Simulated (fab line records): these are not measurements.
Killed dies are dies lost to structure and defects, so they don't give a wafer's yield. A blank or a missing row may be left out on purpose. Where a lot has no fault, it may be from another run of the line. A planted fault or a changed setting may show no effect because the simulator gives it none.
Which of the tools did it? + flow nand-harc + Sampling: 14 lots, 42 wafers, 5 of 1302 route steps

## WHAT THE GAUGES READ, wafer by wafer
NHARC_A_M0_CD_MEAS_09: the cd target is 80 nm.
| lot  | measured     | on        | cd-nm (nm)        |
|------|--------------|-----------|-------------------|
| L994 | day 22 18:19 | cd-sem-01 | 79.4 80.4 80.7    |
| L995 | day 22 19:05 | cd-sem-01 | 80.9 80.3 80.0    |
| L997 | day 23 07:51 | cd-sem-01 | 79.5 79.1 80.4    |
| L996 | day 23 09:45 | cd-sem-01 | 79.3 80.2 80.0    |
| L998 | day 23 22:50 | cd-sem-02 | 80.1 81.2 82.0    |
| L999 | day 25 10:45 | cd-sem-02 | 80.7 80.7 79.5    |
| L103 | day 26 04:01 | cd-sem-01 | 81.1 79.7 79.9    |
| L105 | day 27 18:54 | cd-sem-03 | 81.8 80.1 82.2    |
| L107 | day 27 19:59 | cd-sem-01 | 80.4 80.4 81.0    |
| L106 | day 28 03:23 | cd-sem-02 | 81.7 80.1 80.4    |
| L109 | day 28 16:25 | cd-sem-02 | 78.7 79.7 80.2    |
| L108 | day 28 20:08 | cd-sem-02 | 79.4 79.2 80.5    |
| L112 | day 29 22:05 | cd-sem-01 | 110.5 110.1 109.6 |
| L113 | day 30 02:40 | cd-sem-03 | 105.0 105.3 105.4 |

## TOOL THAT RAN EACH LOT (tool first, then ch and the chambers of the sampled wafers, then the start)
| lot  | NHARC_A_CONTACT_ALD_18              | NHARC_A_CONTACT_CVD_19                   | NHARC_A_CONTACT_CMP_20        | NHARC_A_M0_EXPOSE_06               |
|------|-------------------------------------|------------------------------------------|-------------------------------|------------------------------------|
| L994 | ald-metal-01 ch 1,2,3, day 22 12:16 | cvd-w-01 ch 0,1, day 22 13:20 or earlier | cmp-01 ch 1,2,3, day 22 13:20 | arfi-scanner-02 ch 0, day 22 18:10 |
| L995 | ald-metal-03 ch 1,2, day 22 13:05   | cvd-w-02 ch 0,1, day 22 14:10 or earlier | cmp-04 ch 1,2, day 22 14:10   | arfi-scanner-01 ch 0, day 22 18:56 |
| L997 | ald-metal-03 ch 1,2,3, day 23 02:04 | cvd-w-02 ch 0,1, day 23 03:11 or earlier | cmp-01 ch 0,1,2, day 23 03:11 | arfi-scanner-01 ch 0, day 23 07:43 |
| L996 | ald-metal-04 ch 0,1,3, day 23 03:39 | cvd-w-01 ch 0,1, day 23 04:47 or earlier | cmp-04 ch 0,1,2, day 23 04:47 | arfi-scanner-03 ch 0, day 23 09:37 |
| L998 | ald-metal-01 ch 1,2,3, day 23 16:37 | cvd-w-01 ch 0, day 23 17:41 or earlier   | cmp-01 ch 0,1,3, day 23 17:41 | arfi-scanner-02 ch 0, day 23 22:42 |
| L999 | ald-metal-01 ch 0,2, day 25 04:42   | cvd-w-02 ch 0,1, day 25 05:49 or earlier | cmp-01 ch 1,2, day 25 05:49   | arfi-scanner-02 ch 0, day 25 10:37 |
| L103 | ald-metal-01 ch 0,2,3, day 25 22:09 | cvd-w-02 ch 0,1, day 25 23:12 or earlier | cmp-03 ch 1,3, day 25 23:12   | arfi-scanner-03 ch 0, day 26 03:53 |
| L105 | ald-metal-04 ch 0,1, day 27 12:50   | cvd-w-01 ch 0,1, day 27 13:55 or earlier | cmp-04 ch 1,2, day 27 13:55   | arfi-scanner-01 ch 0, day 27 18:45 |
| L107 | ald-metal-03 ch 0,1,2, day 27 14:04 | cvd-w-01 ch 1, day 27 15:10 or earlier   | cmp-01 ch 0,1,2, day 27 15:10 | arfi-scanner-01 ch 0, day 27 19:50 |
| L106 | ald-metal-04 ch 1,3, day 27 21:20   | cvd-w-02 ch 0,1, day 27 22:24 or earlier | cmp-03 ch 2,3, day 27 22:24   | arfi-scanner-03 ch 0, day 28 03:15 |
| L109 | ald-metal-01 ch 0,1,2, day 28 10:26 | cvd-w-02 ch 0,1, day 28 11:34 or earlier | cmp-04 ch 1,2,3, day 28 11:34 | arfi-scanner-01 ch 0, day 28 16:17 |
| L108 | ald-metal-03 ch 0,1,2, day 28 13:43 | cvd-w-01 ch 0,1, day 28 14:44 or earlier | cmp-01 ch 2,3, day 28 14:44   | arfi-scanner-03 ch 0, day 28 20:00 |
| L112 | ald-metal-04 ch 0,2, day 29 16:10   | cvd-w-01 ch 0,1, day 29 17:16 or earlier | cmp-04 ch 0,1,3, day 29 17:16 | arfi-scanner-02 ch 0, day 29 21:57 |
| L113 | ald-metal-04 ch 1,2,3, day 29 20:48 | cvd-w-02 ch 0,1, day 29 21:52 or earlier | cmp-03 ch 0,1,3, day 29 21:52 | arfi-scanner-02 ch 0, day 30 02:32 |
- NHARC_A_CONTACT_ALD_18: deposits TiN, target thk 3 nm, pulse time 1 s, ald cycles 150.
- NHARC_A_CONTACT_CVD_19: deposits W, target thk 300 nm, time 802 s.
- NHARC_A_CONTACT_CMP_20: polishes, t overpolish 30 s, target thk 300 nm.
- NHARC_A_M0_EXPOSE_06: exposes mask A M0, target cd 80 nm.

## AS READ BY THE TOOLS THEMSELVES (means over the sampled wafers that have a number; for cases with no such wafer, the mark the record gives instead)
NHARC_A_CONTACT_ALD_18.
| lot  | tool         | heater-power-w (W) | precursor-pulse-height-rel |
|------|--------------|--------------------|----------------------------|
| L994 | ald-metal-01 | 1095               | 0.998                      |
| L995 | ald-metal-03 | 1024               | 0.997                      |
| L997 | ald-metal-03 | 988                | 1.008                      |
| L996 | ald-metal-04 | 1167               | 0.992                      |
| L998 | ald-metal-01 | 1082               | 0.991                      |
| L999 | ald-metal-01 | 958                | 1.002                      |
| L103 | ald-metal-01 | 1047               | 1.018                      |
| L105 | ald-metal-04 | 1189               | 1.004                      |
| L107 | ald-metal-03 | 987                | 0.991                      |
| L106 | ald-metal-04 | 1087               | 0.987                      |
| L109 | ald-metal-01 | 1016               | 0.986                      |
| L108 | ald-metal-03 | 995                | 1.024                      |
| L112 | ald-metal-04 | 1267               | 0.982                      |
| L113 | ald-metal-04 | 1138               | 0.989                      |

NHARC_A_CONTACT_CVD_19.
| lot  | tool     | heater-power-w (W) | mfc-wf6-sccm (sccm) | throttle-valve-pct (%) |
|------|----------|--------------------|---------------------|------------------------|
| L994 | cvd-w-01 | 491                | 40.01               | 8.09                   |
| L995 | cvd-w-02 | 473                | 39.88               | 7.88                   |
| L997 | cvd-w-02 | 474                | 39.97               | 7.97                   |
| L996 | cvd-w-01 | 486                | 39.95               | 8.13                   |
| L998 | cvd-w-01 | 508                | 40.04               | 7.55                   |
| L999 | cvd-w-02 | 461                | 39.98               | 8.10                   |
| L103 | cvd-w-02 | 472                | 40.00               | 8.04                   |
| L105 | cvd-w-01 | 507                | 40.10               | 8.04                   |
| L107 | cvd-w-01 | 486                | 40.13               | 8.32                   |
| L106 | cvd-w-02 | 463                | 40.12               | 8.00                   |
| L109 | cvd-w-02 | 457                | 39.91               | 7.95                   |
| L108 | cvd-w-01 | 496                | 40.00               | 8.31                   |
| L112 | cvd-w-01 | 501                | 39.95               | 8.26                   |
| L113 | cvd-w-02 | 465                | 39.93               | 7.64                   |

NHARC_A_CONTACT_CMP_20.
| lot  | tool   | motor-current-A (A) | overpolish-run-s (s) | time-to-endpoint-s (s) |
|------|--------|---------------------|----------------------|------------------------|
| L994 | cmp-01 | 11.6                | 29.999               | 64                     |
| L995 | cmp-04 | 11.3                | 30.004               | 62                     |
| L997 | cmp-01 | 11.9                | 29.997               | 62                     |
| L996 | cmp-04 | 10.5                | 30.001               | 58                     |
| L998 | cmp-01 | 11.7                | 30.000               | 62                     |
| L999 | cmp-01 | 11.8                | 30.012               | 63                     |
| L103 | cmp-03 | 12.3                | 30.007               | 59                     |
| L105 | cmp-04 | 11.5                | 29.994               | 62                     |
| L107 | cmp-01 | 11.6                | 30.005               | 64                     |
| L106 | cmp-03 | 11.8                | 29.993               | 58                     |
| L109 | cmp-04 | 11.8                | 29.994               | 62                     |
| L108 | cmp-01 | 12.7                | 29.994               | 63                     |
| L112 | cmp-04 | 10.8                | 30.006               | 63                     |
| L113 | cmp-03 | 13.4                | 30.004               | 60                     |

NHARC_A_M0_EXPOSE_06.
| lot  | tool            | exposure-dose-mJ-cm2 |
|------|-----------------|----------------------|
| L994 | arfi-scanner-02 | 83.2                 |
| L995 | arfi-scanner-01 | 83.1                 |
| L997 | arfi-scanner-01 | 84.6                 |
| L996 | arfi-scanner-03 | 83.1                 |
| L998 | arfi-scanner-02 | 83.3                 |
| L999 | arfi-scanner-02 | 83.0                 |
| L103 | arfi-scanner-03 | 83.2                 |
| L105 | arfi-scanner-01 | 84.5                 |
| L107 | arfi-scanner-01 | 84.5                 |
| L106 | arfi-scanner-03 | 83.2                 |
| L109 | arfi-scanner-01 | 84.6                 |
| L108 | arfi-scanner-03 | 83.1                 |
| L112 | arfi-scanner-02 | 129.5                |
| L113 | arfi-scanner-02 | 121.2                |

## THE ANSWER, worked out from the rows above alone
Rule: usual is defined by the lots themselves. The widest of any qualifying gaps counts: lots, ordered by their means at a reading, are off when they make up no more than a third of the lots, leave a main group of 4 or more, and stand apart from it by 3 or more times the standard deviation of that group's means. Not used: any main group whose means are identical at the precision the tables above print for the reading. A lot without any number at a reading at which 4 lots or more have one is off too. Where the step has rows for the other lots, those lots are counted as sound. First the gauges in route order, then the tools' own readings, where a lot's mean is used as printed above. The first step at which some lot is off is used, and at that step the reading that is off furthest; a lot without a number counts as furthest.
Off at NHARC_A_M0_CD_MEAS_09 (cd-nm): L112, L113. Mean 80.3 nm and standard deviation 0.55 in the main group.
If a tool, at a process step before that reading, ran all the lots that are off and no sound lot after the first of them, it fits. Not tried: the gauges at NHARC_A_M0_CD_MEAS_09; whatever is off there is also off at NHARC_A_M0_EXPOSE_06, on other tools, and gauge error can't account for it. NHARC_A_CONTACT_CVD_19: start missing for some lots; hours and lot order therefore follow NHARC_A_CONTACT_CMP_20. Undecided on this evidence; 2 tools fit (ald-metal-04 at NHARC_A_CONTACT_ALD_18, arfi-scanner-02 at NHARC_A_M0_EXPOSE_06).

## WHAT THE SIMULATOR HAD PUT IN
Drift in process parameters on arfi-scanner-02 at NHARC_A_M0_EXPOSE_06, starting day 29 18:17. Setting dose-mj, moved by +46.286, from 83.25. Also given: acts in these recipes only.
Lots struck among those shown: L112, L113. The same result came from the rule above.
